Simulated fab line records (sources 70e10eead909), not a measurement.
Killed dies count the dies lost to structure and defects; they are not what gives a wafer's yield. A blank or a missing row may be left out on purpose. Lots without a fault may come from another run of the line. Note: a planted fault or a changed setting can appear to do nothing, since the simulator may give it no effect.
Chamber matching | flow nand_harc | cmp-02 running NHARC_A_M1_CMP_23: 4 sister chambers
The step polishes, t overpolish 20 s, target thk 154.34 nm. 8 wafers are shown with their chamber, then 8 later ones without.

== EACH WAFER AND ITS CHAMBER ==
wafer  | chamber | motor_current_A (A) | time_to_endpoint_s (s)
L083.1 | 3       | 12.0                | 26
L083.6 | 1       | 10.6                | 31
L083.4 | 2       | 13.0                | 30
L083.5 | 2       | 13.2                | 31
L088.3 | 1       | 10.8                | 29
L088.4 | 3       | 12.0                | 25
L088.6 | 0       | 10.6                | 25
L088.1 | 0       | 10.7                | 24

== WAFERS MISSING THEIR CHAMBER ==
wafer  | motor_current_A (A) | time_to_endpoint_s (s)
L088.2 | 13.5                | 27
L088.5 | 11.6                | 25
L090.3 | 10.5                | 33
L090.4 | 11.3                | 27
L090.5 | 10.8                | 33
L091.1 | 10.6                | 35
L091.2 | 11.8                | 26
L091.6 | 11.0                | 32

== CHAMBER TAKEN BY EACH ==
wafer  | from the rows above          | in truth
L088.2 | 2                            | 2
L088.5 | 3                            | 3
L090.3 | 1                            | 1
L090.4 | can't be placed: 1 or 0 or 3 | 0
L090.5 | 1                            | 1
L091.1 | 1                            | 1
L091.2 | 3                            | 3
L091.6 | 1                            | 1
Correct placement for 7 of the 8. From these rows, 1 cannot be placed; in 1 the true chamber is one of the candidates. Wrongly placed: 0.
How it was worked out, from the rows above alone: a wafer's distance from a chamber is the root of the sum, over the readings, of the square of ((its reading less the chamber's mean) divided by the reading's scatter). If the next closest chamber is less than 2 further off than the closest, the wafer can't be placed; otherwise it belongs to the closest. The mean given for a chamber averages the wafers shown for that chamber. The scatter is the square root of a quotient: the sum, over the shown wafers, of each reading's squared deviation from its chamber's mean, divided by wafers minus chambers.
